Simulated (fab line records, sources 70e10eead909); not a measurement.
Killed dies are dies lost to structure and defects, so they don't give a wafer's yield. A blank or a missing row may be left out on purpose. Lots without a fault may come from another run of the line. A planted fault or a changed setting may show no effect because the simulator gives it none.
Which tool did it? | flow nand_harc | 14 lots, 42 wafers sampled, at 5 steps of a route of 1159

WHAT THE GAUGES READ, wafer by wafer
NHARC_A_SOURCE_PLATE_THK_MEAS_06: measures by ellipsometry. Usual: thk_nm 200.5 nm, standard deviation 2.3.
lot  | measured     | on            | thk_nm (nm)       | flag
L901 | day 7 11:54  | film_metro-02 | 195.6 199.3 198.6 |
L903 | day 7 19:11  | film_metro-01 | 200.3 199.5 201.1 |
L904 | day 8 02:50  | film_metro-01 | 203.0 200.6 203.4 |
L905 | day 8 09:38  | film_metro-02 | 198.7 198.7 197.8 |
L907 | day 8 20:28  | film_metro-01 | 203.7 199.9 198.9 |
L906 | day 8 20:29  | film_metro-02 | 202.0 201.9 201.2 |
L910 | day 9 08:37  | film_metro-02 | 201.5 203.0 201.2 |
L909 | day 9 08:38  | film_metro-01 | 200.2 200.9 200.2 |
L908 | day 9 08:38  | film_metro-02 | 196.5 196.7 199.5 |
L911 | day 10 01:37 | film_metro-02 | 197.9 197.4 197.2 |
L912 | day 10 01:37 | film_metro-01 | 202.9 200.3 202.3 |
L917 | day 11 16:49 | film_metro-01 | 203.6 201.2 201.4 |
L919 | day 12 03:38 | film_metro-02 | 204.4 206.9 203.9 |
L924 | day 13 05:01 | film_metro-01 | 202.6 200.8 201.5 |

NHARC_A_ONON_D1_THK_MEAS_27: measures by ellipsometry. Usual: thk_nm 1000 nm, standard deviation 10.
lot  | measured     | on            | thk_nm (nm)                   | flag
L901 | day 8 00:38  | film_metro-01 | 999 1000 999                  |
L903 | day 8 08:37  | film_metro-02 | 992 993 992                   |
L904 | day 8 15:33  | film_metro-01 | 1005 1005 1006                |
L905 | day 8 21:25  | film_metro-02 | 1012 1011 1010                |
L907 | day 9 08:12  | film_metro-01 | 1008 1007 1008                |
L906 | day 9 08:13  | film_metro-02 | 989 989 990                   |
L910 | day 9 20:19  | film_metro-02 | 1002 1000 1001                |
L909 | day 9 20:20  | film_metro-01 | 1006 1005 1004                |
L908 | day 9 20:21  | film_metro-02 | 998 997 996                   |
L911 | day 10 16:23 | film_metro-02 | 1016 1016 1018                |
L912 | day 10 16:25 | film_metro-02 | 1002 1001 999                 |
L917 | day 12 06:22 | film_metro-01 | 1874 1876 1874 1874 1874 1876 | OFF
L919 | day 12 16:25 | film_metro-01 | 1883 1882 1883 1883 1884 1881 | OFF
L924 | day 13 17:05 | film_metro-02 | 1003 1001 1002                |

NHARC_A_ONON_D1_THK_MEAS_34: measures by ellipsometry. Usual: thk_nm 200.5 nm, standard deviation 2.8.
lot  | measured     | on            | thk_nm (nm)       | flag
L901 | day 8 01:46  | film_metro-01 | 199.2 201.9 201.1 |
L903 | day 8 09:38  | film_metro-02 | 196.7 203.4 200.8 |
L904 | day 8 16:35  | film_metro-02 | 196.5 200.8 198.2 |
L905 | day 8 22:26  | film_metro-02 | 198.3 203.3 205.3 |
L907 | day 9 09:32  | film_metro-01 | 202.8 201.5 203.6 |
L906 | day 9 09:16  | film_metro-01 | 198.3 200.0 198.6 |
L910 | day 9 21:22  | film_metro-02 | 201.4 203.5 202.7 |
L909 | day 9 21:23  | film_metro-02 | 196.3 195.9 199.6 |
L908 | day 9 21:32  | film_metro-01 | 199.0 199.1 203.2 |
L911 | day 10 17:26 | film_metro-01 | 200.8 202.7 202.2 |
L912 | day 10 17:27 | film_metro-02 | 199.1 203.4 202.3 |
L924 | day 13 18:07 | film_metro-02 | 198.4 199.5 201.9 |

NHARC_A_CHANNEL_HOLE_D1_CD_MEAS_10: target cd 100 nm. Usual: cd_nm 99.8 nm, standard deviation 0.45.
lot  | measured     | on        | cd_nm (nm)       | flag
L901 | day 8 05:50  | cd_sem-01 | 100.0 100.4 99.9 |
L903 | day 8 16:32  | cd_sem-03 | 99.8 99.2 100.1  |
L904 | day 8 21:01  | cd_sem-02 | 100.2 99.8 99.8  |
L905 | day 9 01:14  | cd_sem-03 | 99.8 100.1 100.5 |
L907 | day 9 13:05  | cd_sem-03 | 99.4 98.9 99.2   |
L906 | day 9 13:01  | cd_sem-01 | 99.4 100.4 99.2  |
L910 | day 10 01:26 | cd_sem-03 | 99.3 99.9 99.6   |
L909 | day 10 00:28 | cd_sem-01 | 99.9 99.3 99.7   |
L908 | day 10 01:35 | cd_sem-03 | 100.2 99.3 99.9  |
L911 | day 10 20:53 | cd_sem-01 | 99.8 101.2 100.4 |
L912 | day 10 22:23 | cd_sem-01 | 99.5 99.9 99.5   |
L924 | day 13 21:37 | cd_sem-02 | 99.6 99.4 99.2   |

WHICH TOOL RAN EACH LOT (tool, then ch and the chambers of the sampled wafers, then the start)
lot  | NHARC_A_ONON_D1_DEP_25
L901 | pecvd_onon-03 ch 0, day 8 00:07
L903 | pecvd_onon-03 ch 0, day 8 08:05
L904 | pecvd_onon-02 ch 0, day 8 15:09
L905 | pecvd_onon-01 ch 0, day 8 20:54
L907 | pecvd_onon-03 ch 0, day 9 07:41
L906 | pecvd_onon-02 ch 0, day 9 07:49
L910 | pecvd_onon-01 ch 0, day 9 19:52
L909 | pecvd_onon-02 ch 0, day 9 19:50
L908 | pecvd_onon-03 ch 0, day 9 19:50
L911 | pecvd_onon-02 ch 0, day 10 15:53
L912 | pecvd_onon-03 ch 0, day 10 15:53
L917 | pecvd_onon-03 ch 0, day 12 05:54
L919 | pecvd_onon-03 ch 0, day 12 15:54
L924 | pecvd_onon-01 ch 0, day 13 16:34
- NHARC_A_ONON_D1_DEP_25: target thk 1000 nm.

WHAT THE TOOLS THEMSELVES READ (means of the sampled wafers that have a number; where no wafer has one, the mark that the record gives instead)
NHARC_A_ONON_D1_DEP_25. Usual: n2o_flow_sccm 2000 sccm, standard deviation 6.2.
lot  | tool          | n2o_flow_sccm (sccm) | flag
L901 | pecvd_onon-03 | 2001                 |
L903 | pecvd_onon-03 | 2004                 |
L904 | pecvd_onon-02 | 1999                 |
L905 | pecvd_onon-01 | 2004                 |
L907 | pecvd_onon-03 | 2004                 |
L906 | pecvd_onon-02 | 2010                 |
L910 | pecvd_onon-01 | 2003                 |
L909 | pecvd_onon-02 | 1997                 |
L908 | pecvd_onon-03 | 1996                 |
L911 | pecvd_onon-02 | 1995                 |
L912 | pecvd_onon-03 | 1996                 |
L917 | pecvd_onon-03 | 1997                 |
L919 | pecvd_onon-03 | 2005                 |
L924 | pecvd_onon-01 | 1995                 |

THE ANSWER, worked out from the rows above alone
Rule: a lot is off if the mean of its wafers that have a number lies more than 3 standard deviations from the usual mean. A lot without any number at a reading at which 4 lots or more have one is off too. The other lots that the step has rows for count as sound. The gauges are gone through in route order, then the tools' own readings, and for those a lot's mean is taken as printed above. The first step at which some lot is off is used, and at that step the reading that is off furthest; a lot without a number counts as furthest.
Off: L917, L919, at NHARC_A_ONON_D1_THK_MEAS_27 (thk_nm).
A tool fits if, at a process step before that reading, it ran every lot that is off, and no sound lot after the first of them. The gauges at NHARC_A_ONON_D1_THK_MEAS_27 are tried like those tools. Can't be told from this: 2 tools fit, pecvd_onon-03 at NHARC_A_ONON_D1_DEP_25, film_metro-01 at NHARC_A_ONON_D1_THK_MEAS_27.

WHAT THE SIMULATOR HAD PUT IN
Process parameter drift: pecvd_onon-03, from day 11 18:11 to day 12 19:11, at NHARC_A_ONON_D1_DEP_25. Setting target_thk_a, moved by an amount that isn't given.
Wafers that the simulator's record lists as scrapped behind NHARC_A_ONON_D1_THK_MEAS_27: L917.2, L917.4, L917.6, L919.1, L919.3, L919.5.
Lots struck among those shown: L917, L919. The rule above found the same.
